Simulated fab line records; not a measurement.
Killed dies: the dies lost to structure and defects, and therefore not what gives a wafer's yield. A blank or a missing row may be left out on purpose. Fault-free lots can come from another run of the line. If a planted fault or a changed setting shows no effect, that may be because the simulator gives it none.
Chamber matching ; flow nand-harc ; 4 sister chambers for NHARC_P_GATE_STRIP_108 on rie-diel-13
The step strips in O2. 8 wafers are shown with their chamber, then 8 later ones without.

== WAFERS WITH THEIR CHAMBER ==
wafer;chamber;showerhead-plenum-p-Torr (Torr);drypump-motor-current-A (A)
L079.2;2;3.29;5.2
L084.3;2;3.29;5.2
L085.1;0;3.38;6.2
L085.6;1;3.70;5.7
L088.1;3;3.34;5.9
L088.4;0;3.38;6.1
L088.5;3;3.34;5.9
L092.2;1;3.69;5.7

== WAFERS WHOSE CHAMBER IS MISSING ==
wafer;showerhead-plenum-p-Torr (Torr);drypump-motor-current-A (A)
L092.5;3.34;5.9
L092.6;3.37;6.1
L094.2;3.69;5.7
L094.4;3.37;6.1
L094.5;3.34;5.9
L097.3;3.69;5.7
L097.5;3.29;5.2
L097.6;3.34;5.9

== WHICH CHAMBER EACH ONE RAN IN ==
wafer;from the rows above;in truth
L092.5;3;3
L092.6;0;0
L094.2;1;1
L094.4;0;0
L094.5;3;3
L097.3;1;1
L097.5;2;2
L097.6;3;3
8 of 8 placed correctly. Left unplaced by these rows: 0. Wrongly placed: 0.
How it was worked out, from the rows above alone: a wafer's distance from a chamber is the root of the sum, over the readings, of the square of ((its reading less the chamber's mean) divided by the reading's scatter). The wafer belongs to the nearest chamber; if the next one is less than 2 further off, it can't be placed. Each chamber's mean is taken over the wafers shown for it. The scatter is the square root of a quotient: the sum, over the shown wafers, of each reading's squared deviation from its chamber's mean, divided by wafers minus chambers.
